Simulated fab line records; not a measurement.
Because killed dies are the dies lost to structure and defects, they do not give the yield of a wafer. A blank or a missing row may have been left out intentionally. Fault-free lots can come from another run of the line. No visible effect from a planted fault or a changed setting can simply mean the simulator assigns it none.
A struck lot beside a sound one | flow nandHarc | 37 out of 1159 route steps
Sound: wafers L579.2, L579.3, L579.6. Struck: wafer L588.3 (left out: L588.2, L588.4 of the same lot, which were not struck); the cause appears at the end.
For every step that has rows: the tool of each side, followed by ch and its chambers, followed by its first start. Under that, the readings that differ: sound wafers | struck wafers | difference of the means | sigmas: that difference in standard deviations of wafers without a fault.
alike: a reading whose means differ by less than 2 such deviations, as well as words and numbers matching on both sides. not compared: withheld readings; readings where some wafer has no value; bounds like >300 that might hide an equal value; numbers whose values overlap and for which the record gives no deviation.
The two part at a step that has a row with sigmas, a row that says differs or no value, or rows on one side only. When numbers do not overlap yet have no deviation, they are printed without sigmas and do not part them. A reading that every wafer of one side lacks parts them only if that side has two wafers or more.

first, 4 steps without rows for these wafers: NHARC_A_STAIRCASE_STRIP_316 (strips in O2); NHARC_A_STAIRCASE_STRIP_317 (strips in SPM, time 900 s); NHARC_A_STAIRCASE_PRECLEAN_318 (cleans in SC1); NHARC_A_STAIRCASE_SRD_329.
NHARC_A_STAIRCASE_ALD_415: deposits SiO2, target thk 30 nm, pulse time 6 s, ald cycles 300.
  sound on aldHk-03 ch 0,1,2, day 14 05:44; struck on aldHk-02 ch 1, day 16 08:51
  alike: heaterPowerW, precursorPulseHeightRel, susceptorTempC
NHARC_A_STAIRCASE_ETCHBACK_416: etches the open film in C4F8/O2/Ar, target depth 36 nm, time 7.2 s.
  sound on rieDiel-06 ch 1,3; struck on rieDiel-04 ch 3
  alike: oesProductAu, rfFwdPowerW, rfVppV
  not compared: rfHoursCounterH
then, 5 steps without rows for these wafers: NHARC_A_STAIRCASE_STRIP_476 (strips in O2, time 20 s); NHARC_A_STAIRCASE_DEP_417 (deposits Si3N4, target thk 60 nm); NHARC_A_STAIRCASE_WET_418 (chemistry H3PO4, target depth 20 nm); NHARC_A_STAIRCASE_PRECLEAN_419 (cleans in SC1); NHARC_A_STAIRCASE_SRD_421.
NHARC_A_STAIRCASE_ALD_420: deposits SiO2, target thk 20 nm, pulse time 6 s, ald cycles 200.
  sound on aldHk-04 ch 0,1,2, day 14 11:43; struck on aldHk-04 ch 1, day 16 14:34
  alike: heaterPowerW, precursorPulseHeightRel, susceptorTempC
then, 1 step without rows for these wafers: NHARC_A_STAIRCASE_CVD_552 (deposits SiNx, target thk 40 nm).
NHARC_A_STAIRCASE_DEP_151: deposits SiO2, target thk 3800 nm.
  sound on pecvd-03 ch 1,2, day 14 19:55; struck on pecvd-01 ch 1, day 16 22:35
reading            | sound                | struck | difference | sigmas
susceptorTempC (C) | 400.02 400.19 400.28 | 399.73 | -0.43      | -2
  alike: heaterPowerW, rfFwdPowerW
then, 15 steps without rows for these wafers: NHARC_A_STAIRCASE_ANNEAL_320 (time 1800 s); NHARC_A_STAIRCASE_DEP_322 (deposits SiO2, target thk 3800 nm); NHARC_A_STAIRCASE_ANNEAL_323 (time 1800 s); NHARC_A_STAIRCASE_DEP_325 (deposits SiO2, target thk 3800 nm); NHARC_A_STAIRCASE_ANNEAL_326 (time 1800 s); NHARC_A_STAIRCASE_DEHYDRATE_433 (time 120 s); NHARC_A_STAIRCASE_HMDS_434 (time 30 s); NHARC_A_STAIRCASE_COAT_435; NHARC_A_STAIRCASE_SOFTBAKE_436 (time 170 s); NHARC_A_STAIRCASE_EBR_437; NHARC_A_STAIRCASE_EXPOSE_438 (exposes mask STAIR REV); NHARC_A_STAIRCASE_PEB_439 (peb time 130 s); NHARC_A_STAIRCASE_DEVELOP_440 (time 140 s); NHARC_A_STAIRCASE_HARDBAKE_442 (time 140 s); NHARC_A_STAIRCASE_DESCUM_443 (chemistry O2, time 3 s).
NHARC_A_STAIRCASE_ETCH_444: etches the open film in C4F8/O2, target depth 10200 nm, time 3400 s.
  sound on rieDiel-04 ch 1,2, day 15 21:59; struck on rieDiel-06 ch 2, day 18 00:10
  alike: oesProductAu, rfFwdPowerW, rfVppV
  not compared: rfHoursCounterH
then, 4 steps without rows for these wafers: NHARC_A_STAIRCASE_STRIP_446 (strips in O2); NHARC_A_STAIRCASE_STRIP_447 (strips in SPM, time 900 s); NHARC_A_STAIRCASE_PRECLEAN_448 (cleans in SC1); NHARC_A_STAIRCASE_SRD_449.
NHARC_A_STAIRCASE_CMP_450: polishes SiO2, target thk 200 nm.
  sound on cmp-02 ch 1,2,3, day 16 00:49; struck on cmp-03 ch 1, day 18 03:25
  alike: motorCurrentA, retainingRingPressureFrac, slurryFilterDpKPa
then, 1 step without rows for these wafers: NHARC_A_STAIRCASE_CMP_152 (polishes).
-- break in the record here, with 6 days between the starts of the struck wafers on either side (left off in module A_STAIRCASE, picked up again in module END, where the first step shown is number 1159 on the route) --
NHARC_END_SORT_01:
  here the record holds rows for the struck wafers (prober-01 ch 0, day 23 23:01) but none for the sound ones

WHERE THEY PART
Earliest at NHARC_A_STAIRCASE_DEP_151; latest, in this record, at NHARC_END_SORT_01.

WHY: the cause the simulator had injected
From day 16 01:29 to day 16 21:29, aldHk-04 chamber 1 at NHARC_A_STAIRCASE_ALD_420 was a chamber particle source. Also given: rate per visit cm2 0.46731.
